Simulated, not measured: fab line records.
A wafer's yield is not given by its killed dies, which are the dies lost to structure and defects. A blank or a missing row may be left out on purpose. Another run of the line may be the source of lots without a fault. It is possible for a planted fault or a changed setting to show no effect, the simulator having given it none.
fab line records	flow nandHarc
record lots=24	wafers=72	lastDay=26
route steps=1159 shown P_GATE@131 P_CONTACT@252
lots that met no fault: from a run of the same line without faults
startH: start of the lot's first displayed wafer, in hours after the record's first day	waitH: hours since the lot's step before	" as in the row above	L1.1+2: several wafers, shown together as one row	- no value, or no start was given	* or withheld: withheld	< > ~ a bound
route shown NAME@n: a module of which the file shows steps, and the number in the route of the first	usual: mean/standard deviation taken from wafers without a fault	same: alike in all rows	chamber/n: place in a boat	sites: the reading at each site	_std_site: standard deviation across them	_edge_site: inner sites' mean taken away from outer sites' mean	radiusMm: for every site, how far away it sits from the centre of the wafer	mask NAME#n: copy n	behind: the last tool/chamber to shape the wafer	hold: cause of the lot's hold/its duration in hours/its outcome	device: the transistor (n, p or np) that didn't switch	end of line: tests of these same wafers at the route's end	a step with no rows: only its recipe	killed: not the wafer's yield, but the dies lost to structure and defects at the first sort	map: the dies of a wafer, with x for killed, . for not killed, _ for no die there
set.NAME: the setting the step ran with; set.NAME@STEP: the setting that earlier step ran with	model.NAME: the simulator's own value behind a step, which no gauge read
a sample of lots followed through the steps of the route, with each step as a table and each wafer as a row
services: the hour from which a tool's chamber was out of use, counted from the record's first day as startH (under 0 if before that day), plus the number of hours and why
## steps
# step NHARC_P_GATE_HM_DEP_102
# recipe targetThkA=1200	tempC=400	material=aC
# usual throttleValvePct=34.999/0.0096
lot.wafer	tool	chamber	startH	waitH	throttleValvePct
L074.1	aclDep-03	0	90.18	2.3	34.998
L074.3	"	0	"	"	35.025
L074.6	"	0	"	"	35.003
L076.1	aclDep-02	0	95.30	0.6	35.000
L076.3	"	0	"	"	34.993
L076.6	"	0	"	"	35.013
L075.3	aclDep-01	0	95.44	0.7	35.011
L075.4	"	0	"	"	35.007
L075.5	"	0	"	"	34.998
L078.1	aclDep-02	0	109.11	0.8	34.984
L078.3	"	0	"	"	34.998
L078.5	"	0	"	"	34.991
L077.3	aclDep-01	0	109.40	1.1	35.011
L077.5	"	0	"	"	35.006
L077.6	"	0	"	"	35.005
L079.2	aclDep-03	0	116.94	0.8	34.997
L079.3	"	0	"	"	34.999
L079.4	"	0	"	"	34.998
L080.1	aclDep-02	0	128.63	0.4	34.987
L080.4	"	0	"	"	34.999
L080.5	"	0	"	"	35.002
L082.3	aclDep-02	0	133.58	0.6	35.010
L082.5	"	0	"	"	35.011
L082.6	"	0	"	"	35.006
L081.4	aclDep-01	0	133.69	0.7	34.994
L081.5	"	0	"	"	35.007
L081.6	"	0	"	"	34.991
L083.1	aclDep-03	0	141.34	0.4	35.001
L083.3	"	0	"	"	34.988
L083.5	"	0	"	"	34.986
L084.1	aclDep-03	0	148.57	1.3	35.008
L084.3	"	0	"	"	35.028
L084.6	"	0	"	"	34.994
L085.3	aclDep-01	0	157.13	3.6	34.986
L085.4	"	0	"	"	35.008
L085.6	"	0	"	"	34.987
L086.2	aclDep-03	0	165.89	0.5	34.996
L086.3	"	0	"	"	35.006
L086.4	"	0	"	"	34.993
L087.1	aclDep-02	0	166.20	0.8	35.007
L087.3	"	0	"	"	34.998
L087.5	"	0	"	"	35.002
L088.1	aclDep-03	0	173.71	3.8	35.009
L088.2	"	0	"	"	34.997
L088.6	"	0	"	"	35.008
L089.1	aclDep-01	0	173.76	3.8	35.005
L089.2	"	0	"	"	34.996
L089.5	"	0	"	"	35.002
L090.1	aclDep-03	0	185.84	3.4	34.974
L090.3	"	0	"	"	34.987
L090.6	"	0	"	"	34.997
L091.3	aclDep-01	0	185.91	3.5	35.011
L091.4	"	0	"	"	35.009
L091.5	"	0	"	"	35.010
L094.1	aclDep-03	0	203.63	2.3	34.991
L094.4	"	0	"	"	35.006
L094.6	"	0	"	"	34.985
L092.2	aclDep-02	0	204.04	2.7	34.993
L092.3	"	0	"	"	34.996
L092.5	"	0	"	"	34.980
L093.4	aclDep-03	0	204.58	3.3	35.006
L093.5	"	0	"	"	34.988
L093.6	"	0	"	"	35.005
L095.1	aclDep-01	0	215.52	1.0	35.001
L095.2	"	0	"	"	35.006
L095.4	"	0	"	"	35.003
L096.3	aclDep-03	0	220.94	0.6	34.999
L096.5	"	0	"	"	35.007
L096.6	"	0	"	"	34.998
L097.1	aclDep-01	0	227.60	1.9	35.000
L097.2	"	0	"	"	34.990
L097.6	"	0	"	"	34.995
# step NHARC_P_GATE_DESCUM_48
# recipe timeS=3	o2FlowSccm=200	arFlowSccm=0	biasPowerW=0	chemistry=O2
# usual drypumpMotorCurrentA=5.8/0.5	oesProductAu=0.997/0.0086	rfVppV=57.9/0.89	showerheadPlenumPTorr=1.94/0.078	throttleValvePct=11.311/0.01
lot.wafer	tool	chamber	startH	waitH	drypumpMotorCurrentA	oesProductAu	rfHoursCounterH	rfVppV	showerheadPlenumPTorr	throttleValvePct
L074.3	rieDiel-11	0	103.75	-	5.7	0.997	34	57.3	1.96	11.319
L074.1	"	3	"	"	6.6	1.015	33	59.1	1.98	11.297
L074.6	"	0	"	"	5.8	1.007	-	59.2	1.96	11.309
L075.4	rieDiel-13	2	109.39	-	6.0	1.008	0	56.5	1.83	11.307
L075.3	"	0	"	"	5.6	1.001	0	59.3	1.93	11.301
L075.5	"	1	"	"	5.2	1.006	-	58.3	1.96	11.321
L076.1	rieDiel-07	3	110.38	-	5.5	0.997	16	57.9	2.07	11.323
L076.3	"	0	"	"	6.7	0.994	-	58.4	1.86	11.313
L076.6	"	3	"	"	5.5	1.009	-	60.0	2.07	11.306
L077.3	rieDiel-11	0	125.01	-	5.8	1.000	41	57.9	1.96	11.310
L077.6	"	0	"	"	5.8	1.011	-	57.5	1.96	11.305
L077.5	"	1	"	"	5.5	0.995	-	57.7	2.02	11.305
L078.3	rieDiel-07	1	125.43	-	4.7	0.992	17	57.6	1.88	11.301
L078.1	"	3	"	"	5.5	1.011	21	57.9	2.07	11.314
L078.5	"	1	"	"	4.7	0.998	-	58.4	1.88	11.326
L079.3	rieDiel-07	2	130.69	-	5.9	0.988	8	58.7	2.02	11.324
L079.2	"	3	"	"	5.6	1.014	23	58.0	2.07	11.307
L079.4	"	0	"	"	6.7	1.001	25	56.2	1.86	11.321
L080.1	rieDiel-13	0	142.29	-	5.5	0.998	7	57.6	1.93	11.290
L080.4	"	2	"	"	6.0	1.005	8	57.9	1.83	11.297
L080.5	"	0	"	"	5.5	1.001	-	57.6	1.93	11.313
L082.3	rieDiel-11	1	146.71	-	5.5	0.991	47	58.2	2.02	11.312
L082.5	"	1	"	"	5.5	1.010	-	57.7	2.02	11.325
L082.6	"	2	"	"	5.5	0.984	-	56.2	1.79	11.309
L081.4	rieDiel-11	0	150.07	-	5.8	1.000	49	57.5	1.95	11.321
L081.5	"	2	"	"	5.5	0.972	-	56.5	1.79	11.324
L081.6	"	3	"	"	6.6	1.003	-	57.6	1.98	11.329
L083.3	rieDiel-13	1	154.82	-	5.2	0.985	11	58.3	1.96	11.303
L083.1	"	2	"	"	6.0	1.004	11	56.1	1.82	11.313
L083.5	"	3	"	"	6.2	0.978	-	58.0	2.00	11.321
L084.3	rieDiel-13	3	162.10	-	6.2	0.992	12	58.7	2.00	11.301
L084.1	"	0	"	"	5.6	1.000	12	58.6	1.92	11.323
L084.6	"	2	"	"	6.0	1.000	-	56.0	1.82	11.327
L085.3	rieDiel-11	3	170.33	-	6.6	1.002	56	58.6	1.97	11.311
L085.4	"	0	"	"	5.8	1.007	57	58.8	1.95	11.311
L085.6	"	0	"	"	5.8	1.013	-	58.2	1.95	11.302
L086.3	rieDiel-13	1	179.29	-	5.2	0.988	13	56.9	1.96	11.326
L086.4	"	2	"	"	6.0	1.002	13	57.1	1.82	11.305
L086.2	"	0	"	"	5.5	1.001	13	57.5	1.92	11.313
L087.1	rieDiel-13	1	179.76	-	5.2	1.006	13	59.7	1.96	11.309
L087.3	"	3	"	"	6.2	0.986	13	57.1	2.00	11.320
L087.5	"	0	"	"	5.6	0.995	-	57.3	1.92	11.296
L088.1	rieDiel-13	2	187.17	-	6.0	0.998	14	56.3	1.82	11.305
L088.2	"	3	"	"	6.2	0.990	14	58.3	2.00	11.320
L088.6	"	3	"	"	6.2	0.996	-	57.8	2.00	11.305
L089.2	rieDiel-13	3	187.33	-	6.2	0.981	14	58.4	2.00	11.295
L089.1	"	2	"	"	6.0	0.999	14	58.0	1.82	11.311
L089.5	"	0	"	"	5.6	0.989	-	57.4	1.92	11.307
L090.3	rieDiel-07	2	199.62	-	6.0	1.006	33	59.5	2.01	11.312
L090.1	"	0	"	"	6.6	1.016	50	57.1	1.85	11.306
L090.6	"	1	"	"	4.7	0.997	-	58.1	1.87	11.297
L091.4	rieDiel-13	2	199.78	-	6.0	1.009	17	57.6	1.82	11.290
L091.3	"	3	"	"	6.2	0.986	18	59.5	1.99	11.312
L091.5	"	2	"	"	6.1	0.994	-	57.4	1.82	11.318
L094.1	rieDiel-07	2	217.31	-	5.9	1.001	38	58.7	2.01	11.323
L094.4	"	3	"	"	5.5	1.016	51	57.8	2.06	11.318
L094.6	"	2	"	"	6.0	1.001	-	58.7	2.01	11.328
L092.2	rieDiel-13	0	217.96	-	5.5	0.997	21	58.8	1.92	11.306
L092.3	"	3	"	"	6.2	0.988	21	57.7	1.99	11.309
L092.5	"	0	"	"	5.6	0.979	-	57.3	1.92	11.315
L093.4	rieDiel-07	2	218.14	-	6.0	0.987	38	57.5	2.01	11.320
L093.5	"	1	"	"	4.7	0.992	-	57.1	1.87	11.316
L093.6	"	2	"	"	5.9	0.996	-	58.9	2.01	11.308
L095.1	rieDiel-13	2	228.94	-	6.0	0.998	23	57.0	1.82	11.313
L095.2	"	3	"	"	6.2	0.999	24	57.7	1.99	11.307
L095.4	"	2	"	"	6.0	1.009	-	58.4	1.82	11.317
L096.3	rieDiel-11	2	234.63	-	5.5	1.000	13	57.3	1.78	11.305
L096.6	"	3	"	"	6.6	1.012	-	57.5	1.97	11.295
L096.5	"	0	"	"	5.9	1.002	-	56.6	1.94	11.309
L097.1	rieDiel-11	0	243.27	-	5.8	0.998	17	59.4	1.94	11.317
L097.2	"	3	"	"	6.6	1.002	17	57.1	1.97	11.311
L097.6	"	0	"	"	5.8	0.998	-	58.0	1.94	11.317
# step NHARC_P_GATE_STRIP_76
# recipe powerW=1500	tempC=250	chemistry=O2
# usual drypumpMotorCurrentA=6.1/0.32	heaterPowerW=297/32
lot.wafer	tool	chamber	startH	waitH	drypumpMotorCurrentA	heaterPowerW	rfHoursCounterH
L074.1	plasmaAsher-02	0	106.22	0.2	6.2	309	33
L074.3	"	0	"	"	6.2	317	-
L074.6	"	1	"	"	6.2	261	-
L075.4	plasmaAsher-02	0	111.88	0.2	6.2	316	-
L075.3	"	1	"	"	6.2	259	-
L075.5	"	1	"	"	6.2	256	-
L076.1	plasmaAsher-01	0	112.86	0.2	5.3	316	2
L076.3	"	1	"	"	5.9	347	-
L076.6	"	0	"	"	5.2	323	-
L077.3	plasmaAsher-02	0	128.09	0.2	6.2	320	-
L077.5	"	0	"	"	6.2	311	-
L077.6	"	1	"	"	6.2	265	-
L078.1	plasmaAsher-02	1	128.40	0.2	6.2	259	43
L078.3	"	0	"	"	6.2	305	-
L078.5	"	0	"	"	6.2	319	-
L079.2	plasmaAsher-02	0	133.96	0.2	6.2	309	47
L079.4	"	1	"	"	6.2	260	-
L079.3	"	0	"	"	6.2	310	-
L080.1	plasmaAsher-02	1	145.12	0.2	6.3	262	53
L080.4	"	0	"	"	6.2	305	-
L080.5	"	1	"	"	6.2	262	-
L082.3	plasmaAsher-02	1	150.21	0.1	6.2	255	-
L082.6	"	0	"	"	6.3	316	-
L082.5	"	1	"	"	6.2	266	-
L081.4	plasmaAsher-02	1	154.22	0.2	6.2	262	-
L081.5	"	1	"	"	6.2	264	-
L081.6	"	0	"	"	6.2	309	-
L083.1	plasmaAsher-02	1	158.19	0.2	6.2	261	65
L083.3	"	1	"	"	6.2	263	-
L083.5	"	0	"	"	6.2	306	-
L084.1	plasmaAsher-02	1	165.17	0.2	6.2	257	70
L084.3	"	1	"	"	6.2	263	-
L084.6	"	1	"	"	6.2	255	-
L085.4	plasmaAsher-02	1	172.84	0.2	6.2	257	-
L085.3	"	0	"	"	6.2	309	-
L085.6	"	1	"	"	6.2	255	-
L086.2	plasmaAsher-02	1	181.71	0.2	6.2	257	79
L086.4	"	1	"	"	6.2	262	-
L086.3	"	0	"	"	6.2	315	-
L087.1	plasmaAsher-01	1	182.35	0.2	5.9	344	4
L087.3	"	1	"	"	5.9	340	-
L087.5	"	1	"	"	5.9	347	-
L088.1	plasmaAsher-01	0	189.61	0.2	5.2	322	10
L088.2	"	1	"	"	5.9	347	10
L088.6	"	1	"	"	5.9	354	-
L089.1	plasmaAsher-01	1	189.96	0.2	5.9	335	10
L089.2	"	0	"	"	5.3	316	10
L089.5	"	0	"	"	5.3	317	-
L090.1	plasmaAsher-02	0	202.07	0.2	6.2	314	2
L090.3	"	1	"	"	6.2	258	-
L090.6	"	0	"	"	6.2	312	-
L091.3	plasmaAsher-01	1	202.38	0.2	5.9	348	-
L091.4	"	0	"	"	5.2	321	-
L091.5	"	0	"	"	5.2	320	-
L094.1	plasmaAsher-02	1	219.70	0.2	6.2	254	8
L094.4	"	0	"	"	6.2	322	-
L094.6	"	1	"	"	6.2	252	-
L092.2	plasmaAsher-02	0	220.26	0.2	6.2	307	9
L092.3	"	1	"	"	6.2	252	-
L092.5	"	1	"	"	6.2	254	-
L093.4	plasmaAsher-01	1	220.56	0.2	5.9	346	-
L093.6	"	1	"	"	5.9	347	-
L093.5	"	0	"	"	5.2	314	-
L095.2	plasmaAsher-02	1	231.28	0.2	6.2	256	13
L095.1	"	0	"	"	6.2	310	13
L095.4	"	0	"	"	6.2	313	-
L096.3	plasmaAsher-02	1	237.03	0.2	6.2	254	-
L096.5	"	1	"	"	6.2	259	-
L096.6	"	0	"	"	6.2	315	-
L097.2	plasmaAsher-02	0	245.66	0.2	6.2	302	16
L097.1	"	1	"	"	6.2	241	16
L097.6	"	0	"	"	6.3	317	-
# step NHARC_P_GATE_DESCUM_93
# recipe timeS=3	o2FlowSccm=200	arFlowSccm=0	biasPowerW=0	chemistry=O2
# usual drypumpMotorCurrentA=5.7/0.47	oesProductAu=0.996/0.0097	rfVppV=57.8/0.96	showerheadPlenumPTorr=1.93/0.076	throttleValvePct=11.311/0.0086
lot.wafer	tool	chamber	startH	waitH	drypumpMotorCurrentA	oesProductAu	rfHoursCounterH	rfVppV	showerheadPlenumPTorr	throttleValvePct
L074.1	rieDiel-07	0	107.17	-	6.7	1.004	17	55.7	1.86	11.311
L074.3	"	3	"	"	5.5	1.004	-	56.6	2.07	11.310
L074.6	"	0	"	"	6.7	0.995	-	57.8	1.86	11.296
L075.3	rieDiel-11	0	112.93	-	5.8	0.993	38	58.5	1.96	11.313
L075.4	"	1	"	"	5.5	0.994	37	59.4	2.02	11.309
L075.5	"	0	"	"	5.8	0.995	-	58.1	1.96	11.307
L076.1	rieDiel-13	1	113.92	-	5.2	0.996	2	58.0	1.96	11.325
L076.3	"	3	"	"	6.2	0.975	2	57.9	2.00	11.296
L076.6	"	2	"	"	6.1	0.999	-	57.4	1.83	11.325
L077.3	rieDiel-13	2	129.43	-	6.0	1.004	5	57.6	1.83	11.307
L077.6	"	1	"	"	5.2	0.998	-	58.9	1.96	11.305
L077.5	"	2	"	"	6.0	1.005	-	57.1	1.83	11.312
L078.3	rieDiel-13	2	129.63	-	6.1	0.992	5	57.1	1.83	11.315
L078.1	"	0	"	"	5.6	0.998	4	57.2	1.93	11.316
L078.5	"	2	"	"	6.0	1.003	-	56.8	1.83	11.316
L079.2	rieDiel-13	1	135.05	-	5.2	1.001	6	60.5	1.96	11.317
L079.3	"	2	"	"	6.0	1.003	6	57.2	1.83	11.311
L079.4	"	3	"	"	6.2	0.989	5	59.5	2.00	11.312
L080.1	rieDiel-11	2	146.14	-	5.5	0.985	45	57.0	1.79	11.312
L080.4	"	0	"	"	5.8	0.995	47	57.9	1.95	11.306
L080.5	"	2	"	"	5.5	0.983	-	58.7	1.79	11.306
L082.3	rieDiel-13	0	151.16	-	5.6	0.996	9	58.4	1.93	11.304
L082.6	"	3	"	"	6.2	0.985	-	57.4	2.00	11.335
L082.5	"	0	"	"	5.6	1.001	-	57.7	1.93	11.320
L081.4	rieDiel-13	1	155.29	-	5.2	0.986	11	55.7	1.96	11.325
L081.6	"	3	"	"	6.2	0.986	-	58.4	2.00	11.334
L081.5	"	0	"	"	5.6	1.001	-	57.9	1.92	11.330
L083.1	rieDiel-07	1	159.15	-	4.7	0.991	28	57.1	1.87	11.318
L083.3	"	3	"	"	5.5	1.017	31	58.2	2.07	11.297
L083.5	"	1	"	"	4.7	0.983	-	58.0	1.87	11.311
L084.1	rieDiel-13	0	166.12	-	5.6	0.998	12	58.4	1.92	11.298
L084.3	"	2	"	"	6.0	1.003	12	55.9	1.82	11.316
L084.6	"	3	"	"	6.2	0.982	-	57.1	2.00	11.316
L085.3	rieDiel-13	0	173.89	-	5.6	0.996	13	57.0	1.92	11.300
L085.4	"	2	"	"	6.0	0.996	12	56.8	1.82	11.315
L085.6	"	0	"	"	5.5	0.994	-	57.6	1.92	11.311
L086.2	rieDiel-13	2	182.68	-	6.0	0.996	13	58.4	1.82	11.293
L086.3	"	0	"	"	5.6	0.997	14	56.7	1.92	11.313
L086.4	"	1	"	"	5.2	0.997	13	57.5	1.96	11.305
L087.1	rieDiel-13	2	183.45	-	6.1	1.000	13	56.9	1.82	11.296
L087.3	"	0	"	"	5.6	0.995	14	55.6	1.92	11.317
L087.5	"	1	"	"	5.2	0.996	-	57.9	1.96	11.315
L088.2	rieDiel-13	1	190.71	-	5.2	0.991	14	59.0	1.96	11.314
L088.1	"	0	"	"	5.6	1.007	15	58.1	1.92	11.310
L088.6	"	2	"	"	6.0	1.012	-	56.5	1.82	11.308
L089.2	rieDiel-07	2	191.06	-	5.9	1.000	28	58.5	2.02	11.309
L089.1	"	3	"	"	5.5	1.010	43	57.9	2.06	11.311
L089.5	"	1	"	"	4.7	0.994	-	57.4	1.87	11.312
L090.3	rieDiel-13	3	203.15	-	6.2	0.984	18	57.3	1.99	11.298
L090.1	"	0	"	"	5.6	0.988	19	58.2	1.92	11.320
L090.6	"	3	"	"	6.2	0.978	-	58.2	1.99	11.315
L091.3	rieDiel-13	3	203.51	-	6.2	0.989	18	58.4	1.99	11.305
L091.4	"	0	"	"	5.6	0.992	19	56.5	1.92	11.299
L091.5	"	1	"	"	5.2	0.994	-	58.8	1.95	11.314
L094.1	rieDiel-13	0	220.82	-	5.5	0.986	22	56.8	1.92	11.304
L094.4	"	1	"	"	5.2	1.004	21	58.2	1.95	11.314
L094.6	"	0	"	"	5.5	0.985	-	56.6	1.92	11.313
L092.2	rieDiel-11	2	221.36	-	5.5	1.010	8	57.4	1.78	11.301
L092.3	"	3	"	"	6.6	0.990	10	58.7	1.97	11.326
L092.5	"	1	"	"	5.5	0.997	-	59.1	2.01	11.303
L093.4	rieDiel-07	3	221.62	-	5.5	1.025	53	58.8	2.06	11.314
L093.5	"	2	"	"	6.0	1.003	-	56.9	2.01	11.313
L093.6	"	3	"	"	5.5	1.017	-	57.2	2.06	11.308
L095.1	rieDiel-13	2	232.25	-	6.0	0.991	24	56.5	1.82	11.323
L095.2	"	1	"	"	5.2	0.993	24	59.6	1.95	11.311
L095.4	"	1	"	"	5.2	1.002	-	57.1	1.95	11.310
L096.3	rieDiel-07	3	238.11	-	5.5	0.993	0	59.8	2.06	11.308
L096.5	"	1	"	"	4.7	1.017	-	57.1	1.86	11.328
L096.6	"	2	"	"	5.9	1.030	-	59.5	2.01	11.294
L097.2	rieDiel-13	3	246.64	-	6.2	0.992	26	59.2	1.99	11.322
L097.1	"	0	"	"	5.6	0.983	24	57.3	1.92	11.309
L097.6	"	2	"	"	6.0	1.009	-	56.8	1.82	11.322
# step NHARC_P_GATE_DEGAS_109
# recipe tempC=300	timeS=60
# usual heaterPowerW=460/39
lot.wafer	tool	chamber	startH	waitH	heaterPowerW
L074.3	pvdSputter-02	-	109.20	0.1	483
L074.1	"	-	"	"	484
L074.6	"	-	"	"	480
L075.4	pvdSputter-01	-	114.91	0.1	426
L075.3	"	-	"	"	495
L075.5	"	-	"	"	510
L076.1	pvdSputter-03	-	115.90	0.1	456
L076.3	"	-	"	"	472
L076.6	"	-	"	"	417
L077.3	pvdSputter-01	-	131.40	0.1	416
L077.5	"	-	"	"	501
L077.6	"	-	"	"	430
L078.1	pvdSputter-02	-	132.31	0.1	443
L078.3	"	-	"	"	491
L078.5	"	-	"	"	420
L079.3	pvdSputter-03	-	137.01	0.1	465
L079.2	"	-	"	"	423
L079.4	"	-	"	"	486
L080.1	pvdSputter-03	-	148.69	0.1	459
L080.4	"	-	"	"	437
L080.5	"	-	"	"	477
L082.3	pvdSputter-02	-	153.31	0.1	478
L082.6	"	-	"	"	478
L082.5	"	-	"	"	370
L081.4	pvdSputter-03	-	158.05	0.1	532
L081.6	"	-	"	"	432
L081.5	"	-	"	"	533
L083.3	pvdSputter-03	-	161.37	0.1	478
L083.1	"	-	"	"	523
L083.5	"	-	"	"	481
L084.1	pvdSputter-03	-	168.09	0.1	463
L084.3	"	-	"	"	527
L084.6	"	-	"	"	477
L085.4	pvdSputter-03	-	175.98	0.1	485
L085.3	"	-	"	"	423
L085.6	"	-	"	"	466
L086.3	pvdSputter-01	-	184.65	0.1	428
L086.4	"	-	"	"	438
L086.2	"	-	"	"	488
L087.1	pvdSputter-01	-	185.44	0.1	441
L087.3	"	-	"	"	479
L087.5	"	-	"	"	438
L088.1	pvdSputter-01	-	192.66	0.1	430
L088.2	"	-	"	"	422
L088.6	"	-	"	"	428
L089.1	pvdSputter-02	-	193.79	0.1	424
L089.2	"	-	"	"	371
L089.5	"	-	"	"	434
L090.3	pvdSputter-01	-	205.10	0.1	491
L090.1	"	-	"	"	484
L090.6	"	-	"	"	443
L091.3	pvdSputter-01	-	215.33	0.1	406
L091.4	"	-	"	"	435
L091.5	"	-	"	"	445
L094.4	pvdSputter-03	-	222.98	0.1	454
L094.1	"	-	"	"	477
L094.6	"	-	"	"	527
L093.4	pvdSputter-03	-	223.76	0.1	526
L093.6	"	-	"	"	475
L093.5	"	-	"	"	479
L092.3	pvdSputter-01	-	223.92	0.1	501
L092.2	"	-	"	"	435
L092.5	"	-	"	"	502
L095.1	pvdSputter-02	-	234.30	0.1	458
L095.2	"	-	"	"	397
L095.4	"	-	"	"	467
L096.3	pvdSputter-03	-	240.09	0.1	417
L096.5	"	-	"	"	477
L096.6	"	-	"	"	421
L097.1	pvdSputter-02	-	248.60	0.1	479
L097.2	"	-	"	"	453
L097.6	"	-	"	"	399
# step NHARC_P_CONTACT_INSPECT_27
# usual rawDefectCount=277/110
lot.wafer	tool	chamber	startH	waitH	rawDefectCount
L074.1	defectInspect-02	-	115.74	0.1	259
L074.3	"	-	"	"	338
L074.6	"	-	"	"	252
L075.3	defectInspect-01	-	124.15	0.1	204
L075.4	"	-	"	"	393
L075.5	"	-	"	"	234
L076.1	defectInspect-02	-	124.70	0.1	253
L076.3	"	-	"	"	192
L076.6	"	-	"	"	458
L077.3	defectInspect-01	-	140.98	0.1	299
L077.5	"	-	"	"	424
L077.6	"	-	"	"	208
L078.1	defectInspect-01	-	141.51	0.1	349
L078.3	"	-	"	"	242
L078.5	"	-	"	"	197
L079.2	defectInspect-02	-	147.17	0.1	133
L079.3	"	-	"	"	123
L079.4	"	-	"	"	172
L080.1	defectInspect-01	-	154.57	0.1	309
L080.4	"	-	"	"	410
L080.5	"	-	"	"	337
L082.3	defectInspect-02	-	159.87	0.1	263
L082.5	"	-	"	"	291
L082.6	"	-	"	"	155
L081.4	defectInspect-01	-	167.45	0.1	216
L081.5	"	-	"	"	315
L081.6	"	-	"	"	225
L083.1	defectInspect-02	-	173.05	0.1	278
L083.3	"	-	"	"	256
L083.5	"	-	"	"	189
L084.1	defectInspect-01	-	177.84	0.1	437
L084.3	"	-	"	"	314
L084.6	"	-	"	"	796
L085.3	defectInspect-01	-	190.52	0.1	396
L085.4	"	-	"	"	229
L085.6	"	-	"	"	225
L087.1	defectInspect-02	-	191.37	0.1	139
L087.3	"	-	"	"	154
L087.5	"	-	"	"	341
L086.2	defectInspect-01	-	191.61	0.1	256
L086.3	"	-	"	"	222
L086.4	"	-	"	"	242
L088.1	defectInspect-02	-	205.66	0.1	189
L088.2	"	-	"	"	659
L088.6	"	-	"	"	407
L089.1	defectInspect-01	-	206.66	0.1	287
L089.2	"	-	"	"	322
L089.5	"	-	"	"	359
L090.1	defectInspect-02	-	215.54	0.1	270
L090.3	"	-	"	"	240
L090.6	"	-	"	"	243
L091.3	defectInspect-02	-	221.08	0.1	301
L091.4	"	-	"	"	268
L091.5	"	-	"	"	222
L094.1	defectInspect-01	-	229.15	0.1	229
L094.4	"	-	"	"	243
L094.6	"	-	"	"	235
L093.4	defectInspect-01	-	238.30	0.1	275
L093.5	"	-	"	"	462
L093.6	"	-	"	"	354
L092.2	defectInspect-02	-	238.43	0.1	252
L092.3	"	-	"	"	289
L092.5	"	-	"	"	261
L095.1	defectInspect-02	-	240.57	0.1	276
L095.2	"	-	"	"	284
L095.4	"	-	"	"	407
L096.3	defectInspect-02	-	246.47	0.1	84
L096.5	"	-	"	"	169
L096.6	"	-	"	"	108
L097.1	defectInspect-01	-	254.59	0.1	218
L097.2	"	-	"	"	345
L097.6	"	-	"	"	303
## services
tool	chamber	startH	hours	kind
rieDiel-07	3	67.88	2.8	repair
pvdSputter-03	-	68.63	2.4	repair
plasmaAsher-01	-	71.96	2.7	repair
rieDiel-13	0	78.03	-	clean
rieDiel-13	1	78.03	-	clean
rieDiel-07	2	80.06	34.2	repair
rieDiel-13	-	99.00	9.0	pm
plasmaAsher-01	-	99.24	9.0	pm
pvdSputter-03	-	102.02	10.0	pm
rieDiel-07	1	102.82	16.8	repair
aclDep-01	-	111.53	13.0	pm
plasmaAsher-01	-	115.53	62.5	repair
pvdSputter-01	-	158.02	10.0	pm
aclDep-02	-	167.71	13.0	pm
pvdSputter-02	-	171.65	6.4	repair
rieDiel-11	3	174.31	11.6	repair
rieDiel-11	1	181.20	9.2	repair
plasmaAsher-02	-	183.00	9.0	pm
rieDiel-11	-	189.54	9.0	pm
rieDiel-07	3	199.25	7.7	repair
pvdSputter-02	-	214.00	10.0	pm
aclDep-03	-	225.24	13.0	pm
rieDiel-13	0	225.81	19.4	repair
rieDiel-07	-	228.26	9.0	pm
## key
fault none
